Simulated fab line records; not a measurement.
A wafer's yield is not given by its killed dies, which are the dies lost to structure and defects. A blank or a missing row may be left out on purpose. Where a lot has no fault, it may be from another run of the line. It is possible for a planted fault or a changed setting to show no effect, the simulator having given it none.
Matching of chambers || flow n5-finfet || N5_BEOL_M11_ETCH_61 on rie-diel-06 has 4 sister chambers
The step etches SiARC in CF4, target depth 39 nm, time 65 s. 4 wafers are shown with their chamber, then 10 later ones without.

== WAFERS PAIRED WITH THEIR CHAMBERS ==
{"wafer": "L077.5", "chamber": 2, "showerhead-plenum-p-Torr (Torr)": 2.16}
{"wafer": "L081.5", "chamber": 1, "showerhead-plenum-p-Torr (Torr)": 2.11}
{"wafer": "L093.1", "chamber": 3, "showerhead-plenum-p-Torr (Torr)": 2.17}
{"wafer": "L093.3", "chamber": 0, "showerhead-plenum-p-Torr (Torr)": 2.18}

== WAFERS WHOSE CHAMBER IS MISSING ==
{"wafer": "L093.4", "showerhead-plenum-p-Torr (Torr)": 2.15}
{"wafer": "L094.1", "showerhead-plenum-p-Torr (Torr)": 2.18}
{"wafer": "L094.5", "showerhead-plenum-p-Torr (Torr)": 2.18}
{"wafer": "L094.6", "showerhead-plenum-p-Torr (Torr)": 2.10}
{"wafer": "L095.2", "showerhead-plenum-p-Torr (Torr)": 2.17}
{"wafer": "L095.5", "showerhead-plenum-p-Torr (Torr)": 2.10}
{"wafer": "L095.6", "showerhead-plenum-p-Torr (Torr)": 2.15}
{"wafer": "L096.1", "showerhead-plenum-p-Torr (Torr)": 2.18}
{"wafer": "L096.2", "showerhead-plenum-p-Torr (Torr)": 2.15}
{"wafer": "L096.3", "showerhead-plenum-p-Torr (Torr)": 2.17}

== WHICH CHAMBER EACH WENT THROUGH ==
{"wafer": "L093.4", "from the rows above": "can't be placed: 2 or 3", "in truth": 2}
{"wafer": "L094.1", "from the rows above": "can't be placed: 0 or 3", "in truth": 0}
{"wafer": "L094.5", "from the rows above": "can't be placed: 0 or 3", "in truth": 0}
{"wafer": "L094.6", "from the rows above": 1, "in truth": 1}
{"wafer": "L095.2", "from the rows above": "can't be placed: 3 or 2 or 0", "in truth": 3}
{"wafer": "L095.5", "from the rows above": 1, "in truth": 1}
{"wafer": "L095.6", "from the rows above": "can't be placed: 2 or 3", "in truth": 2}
{"wafer": "L096.1", "from the rows above": "can't be placed: 0 or 3", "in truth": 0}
{"wafer": "L096.2", "from the rows above": "can't be placed: 2 or 3", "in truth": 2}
{"wafer": "L096.3", "from the rows above": "can't be placed: 3 or 2 or 0", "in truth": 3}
2 of 10 placed correctly. From these rows, 8 cannot be placed; in 8 the true chamber is one of the candidates. 0 placed wrongly.
How it was worked out, from the rows above alone: a wafer's distance from a chamber is the root of the sum, over the readings, of the square of ((its reading less the chamber's mean) divided by the reading's scatter). If the next closest chamber is less than 2 further off than the closest, the wafer can't be placed; otherwise it belongs to the closest. A chamber's mean is the mean of its shown wafers. The scatter (one wafer shown for each chamber): square how far every hidden wafer sits from the nearest shown wafer, average those squares and take the square root.
